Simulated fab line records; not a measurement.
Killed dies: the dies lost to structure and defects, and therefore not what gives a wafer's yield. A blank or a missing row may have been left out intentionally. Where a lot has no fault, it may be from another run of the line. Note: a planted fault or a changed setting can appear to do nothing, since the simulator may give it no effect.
Which tool did it? || flow nand_harc || Sampling: 24 lots, 72 wafers, 2 of 1302 route steps

WHAT THE GAUGES SHOWED, per wafer
NHARC_A_CONTACT_OVL_MEAS_70. Usual: overlay_x_nm 0.0 nm, standard deviation 0.74; overlay_y_nm -0.2 nm, standard deviation 0.98.
{"lot": "L075", "measured": "day 22 10:14", "on": "overlay-02", "overlay_x_nm (nm)": "-0.4 -0.8 -1.0", "overlay_y_nm (nm)": "1.2 0.6 0.2", "flag": ""}
{"lot": "L076", "measured": "day 22 13:19", "on": "overlay-01", "overlay_x_nm (nm)": "-0.1 -0.1 -0.4", "overlay_y_nm (nm)": "1.5 1.1 1.6", "flag": ""}
{"lot": "L074", "measured": "day 22 16:53", "on": "overlay-02", "overlay_x_nm (nm)": "0.1 0.8 0.1", "overlay_y_nm (nm)": "1.0 1.3 1.4", "flag": ""}
{"lot": "L077", "measured": "day 22 20:11", "on": "overlay-01", "overlay_x_nm (nm)": "1.4 1.1 1.9", "overlay_y_nm (nm)": "1.0 1.3 1.1", "flag": ""}
{"lot": "L078", "measured": "day 22 20:28", "on": "overlay-02", "overlay_x_nm (nm)": "-0.2 -0.2 -0.2", "overlay_y_nm (nm)": "-1.9 -1.3 -1.8", "flag": ""}
{"lot": "L080", "measured": "day 23 10:21", "on": "overlay-02", "overlay_x_nm (nm)": "0.4 0.8 0.8", "overlay_y_nm (nm)": "0.5 1.2 0.8", "flag": ""}
{"lot": "L079", "measured": "day 23 18:16", "on": "overlay-01", "overlay_x_nm (nm)": "-0.7 -1.2 -0.5", "overlay_y_nm (nm)": "0.8 0.4 -0.3", "flag": ""}
{"lot": "L084", "measured": "day 25 08:12", "on": "overlay-01", "overlay_x_nm (nm)": "-1.2 -1.5 -1.6", "overlay_y_nm (nm)": "0.7 0.4 0.4", "flag": ""}
{"lot": "L082", "measured": "day 25 13:55", "on": "overlay-01", "overlay_x_nm (nm)": "1.9 1.4 1.3", "overlay_y_nm (nm)": "0.9 1.0 1.3", "flag": ""}
{"lot": "L081", "measured": "day 25 20:35", "on": "overlay-02", "overlay_x_nm (nm)": "0.0 -0.1 -0.4", "overlay_y_nm (nm)": "-0.7 -0.3 -1.1", "flag": ""}
{"lot": "L083", "measured": "day 25 20:33", "on": "overlay-01", "overlay_x_nm (nm)": "-0.7 -0.5 -0.5", "overlay_y_nm (nm)": "-2.0 -2.4 -2.3", "flag": ""}
{"lot": "L085", "measured": "day 26 07:17", "on": "overlay-01", "overlay_x_nm (nm)": "-0.8 -0.6 -0.7", "overlay_y_nm (nm)": "0.0 -0.1 -0.5", "flag": ""}
{"lot": "L086", "measured": "day 26 16:00", "on": "overlay-01", "overlay_x_nm (nm)": "0.6 0.4 0.5", "overlay_y_nm (nm)": "-1.2 -0.3 -0.4", "flag": ""}
{"lot": "L088", "measured": "day 27 10:10", "on": "overlay-01", "overlay_x_nm (nm)": "0.4 0.8 0.8", "overlay_y_nm (nm)": "-0.9 -0.1 -1.1", "flag": ""}
{"lot": "L089", "measured": "day 27 16:09", "on": "overlay-02", "overlay_x_nm (nm)": "-0.5 -0.6 -0.7", "overlay_y_nm (nm)": "-1.2 -1.2 -1.2", "flag": ""}
{"lot": "L087", "measured": "day 27 21:10", "on": "overlay-01", "overlay_x_nm (nm)": "-0.1 0.3 0.1", "overlay_y_nm (nm)": "-0.6 -0.7 -0.6", "flag": ""}
{"lot": "L091", "measured": "day 28 09:10", "on": "overlay-02", "overlay_x_nm (nm)": "0.1 0.1 -0.5", "overlay_y_nm (nm)": "-0.5 -0.7 -0.5", "flag": ""}
{"lot": "L090", "measured": "day 28 12:47", "on": "overlay-01", "overlay_x_nm (nm)": "-0.2 0.4 0.1", "overlay_y_nm (nm)": "-1.4 -1.5 -1.4", "flag": ""}
{"lot": "L092", "measured": "day 28 16:45", "on": "overlay-02", "overlay_x_nm (nm)": "0.8 1.1 0.7", "overlay_y_nm (nm)": "1.2 0.0 0.1", "flag": ""}
{"lot": "L094", "measured": "day 29 09:35", "on": "overlay-01", "overlay_x_nm (nm)": "1.0 0.3 1.0", "overlay_y_nm (nm)": "0.1 0.6 0.5", "flag": ""}
{"lot": "L093", "measured": "day 29 12:42", "on": "overlay-02", "overlay_x_nm (nm)": "0.1 0.7 0.4", "overlay_y_nm (nm)": "-0.8 0.2 -0.2", "flag": ""}
{"lot": "L097", "measured": "day 30 21:40", "on": "overlay-02", "overlay_x_nm (nm)": "0.4 -0.6 -0.2", "overlay_y_nm (nm)": "0.2 0.6 0.2", "flag": ""}
{"lot": "L096", "measured": "day 31 02:16", "on": "overlay-02", "overlay_x_nm (nm)": "-0.2 -0.7 -0.2", "overlay_y_nm (nm)": "-1.2 -0.8 -1.1", "flag": ""}
{"lot": "L095", "measured": "day 31 17:00", "on": "overlay-01", "overlay_x_nm (nm)": "0.3 -0.1 0.2", "overlay_y_nm (nm)": "0.1 0.3 0.2", "flag": ""}

EACH LOT AND THE TOOL THAT RAN IT (in order: tool; ch and the chambers of the sampled wafers; start)
{"lot": "L075", "NHARC_A_CONTACT_ETCH_114": "har_cap_etch-02 ch 0,1, day 22 01:48"}
{"lot": "L076", "NHARC_A_CONTACT_ETCH_114": "har_cap_etch-03 ch 0,1, day 22 01:51"}
{"lot": "L074", "NHARC_A_CONTACT_ETCH_114": "har_cap_etch-02 ch 0,1, day 22 07:47"}
{"lot": "L077", "NHARC_A_CONTACT_ETCH_114": "har_cap_etch-01 ch 1, day 22 12:20"}
{"lot": "L078", "NHARC_A_CONTACT_ETCH_114": "har_cap_etch-03 ch 0,1, day 22 12:37"}
{"lot": "L080", "NHARC_A_CONTACT_ETCH_114": "har_cap_etch-03 ch 0,1, day 23 00:40"}
{"lot": "L079", "NHARC_A_CONTACT_ETCH_114": "har_cap_etch-02 ch 0,1, day 23 09:38"}
{"lot": "L084", "NHARC_A_CONTACT_ETCH_114": "har_cap_etch-03 ch 0, day 25 00:29"}
{"lot": "L082", "NHARC_A_CONTACT_ETCH_114": "har_cap_etch-02 ch 0,1, day 25 04:10"}
{"lot": "L081", "NHARC_A_CONTACT_ETCH_114": "har_cap_etch-03 ch 0,1, day 25 11:00"}
{"lot": "L083", "NHARC_A_CONTACT_ETCH_114": "har_cap_etch-02 ch 0,1, day 25 11:22"}
{"lot": "L085", "NHARC_A_CONTACT_ETCH_114": "har_cap_etch-03 ch 0,1, day 25 23:21"}
{"lot": "L086", "NHARC_A_CONTACT_ETCH_114": "har_cap_etch-01 ch 0,1, day 26 03:02"}
{"lot": "L088", "NHARC_A_CONTACT_ETCH_114": "har_cap_etch-03 ch 0,1, day 27 02:22"}
{"lot": "L089", "NHARC_A_CONTACT_ETCH_114": "har_cap_etch-02 ch 0,1, day 27 07:13"}
{"lot": "L087", "NHARC_A_CONTACT_ETCH_114": "har_cap_etch-03 ch 0,1, day 27 13:01"}
{"lot": "L091", "NHARC_A_CONTACT_ETCH_114": "har_cap_etch-02 ch 0,1, day 28 01:28"}
{"lot": "L090", "NHARC_A_CONTACT_ETCH_114": "har_cap_etch-03 ch 0,1, day 28 04:38"}
{"lot": "L092", "NHARC_A_CONTACT_ETCH_114": "har_cap_etch-01 ch 0,1, day 28 09:03"}
{"lot": "L094", "NHARC_A_CONTACT_ETCH_114": "har_cap_etch-02 ch 0,1, day 28 23:26"}
{"lot": "L093", "NHARC_A_CONTACT_ETCH_114": "har_cap_etch-01 ch 0,1, day 29 00:43"}
{"lot": "L097", "NHARC_A_CONTACT_ETCH_114": "har_cap_etch-03 ch 0,1, day 30 12:20"}
{"lot": "L096", "NHARC_A_CONTACT_ETCH_114": "har_cap_etch-02 ch 0,1, day 30 17:52"}
{"lot": "L095", "NHARC_A_CONTACT_ETCH_114": "har_cap_etch-02 ch 0,1, day 31 06:32"}
- NHARC_A_CONTACT_ETCH_114: etches the open film in C4F8/O2/Ar, time 190 s, target depth 1850 nm.

AS READ BY THE TOOLS THEMSELVES (means over the sampled wafers that have a number; for cases with no such wafer, the mark the record gives instead)
The record holds no such reading with a usual standard deviation.

THE ANSWER, worked out from the rows above alone
Rule: lot off if the mean of its wafers having a number is beyond 3 standard deviations from the usual mean. Also off: a lot with no number at a reading for which 4 or more lots have one. Where the step has rows for the other lots, those lots are counted as sound. After the gauges, taken in route order, come the tools' own readings; for these a lot's mean is taken, as printed above. At the first step where some lot is off, the reading lying furthest off is the one used; lots without a number count as furthest.
None of the lots is off at any reading shown; this tells nothing.

WHAT THE SIMULATOR HAD INSERTED
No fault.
